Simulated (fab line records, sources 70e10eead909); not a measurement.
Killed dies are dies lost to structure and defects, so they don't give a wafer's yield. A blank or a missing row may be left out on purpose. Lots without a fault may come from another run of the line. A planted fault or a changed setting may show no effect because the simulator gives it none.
Chamber matching | flow nand_harc | NHARC_A_CONTACT_ETCH_110 on rie_diel-01: 4 sister chambers
The step etches the open film in CF4/O2, target depth 60 nm, overetch 6 nm, time 33 s. 4 wafers are shown with their chamber, then 9 later ones without.

WAFERS WITH THEIR CHAMBER
wafer  | chamber | showerhead_plenum_p_Torr (Torr)
L078.5 | 3       | 1.28
L080.2 | 1       | 1.39
L080.4 | 0       | 1.41
L080.5 | 2       | 1.32

WAFERS WITHOUT THEIR CHAMBER
wafer  | showerhead_plenum_p_Torr (Torr)
L084.3 | 1.39
L084.4 | 1.31
L084.5 | 1.31
L090.1 | 1.41
L090.4 | 1.28
L090.5 | 1.41
L095.1 | 1.41
L095.2 | 1.28
L095.4 | 1.31

WHICH CHAMBER EACH WENT THROUGH
wafer  | from the rows above | in truth
L084.3 | 1                   | 1
L084.4 | 2                   | 2
L084.5 | 2                   | 2
L090.1 | 0                   | 0
L090.4 | 3                   | 3
L090.5 | 0                   | 0
L095.1 | 0                   | 0
L095.2 | 3                   | 3
L095.4 | 2                   | 2
Placed correctly: 9 of 9. Can't be placed from these rows: 0. Placed wrongly: 0.
How it was worked out, from the rows above alone: a wafer's distance from a chamber is the root of the sum, over the readings, of the square of ((its reading less the chamber's mean) divided by the reading's scatter). The wafer belongs to the nearest chamber; if the next one is less than 2 further off, it can't be placed. A chamber's mean is the mean of its shown wafers. The scatter: with one shown wafer a chamber, the root of the mean of the squares of how far each hidden wafer lies from its nearest shown one.
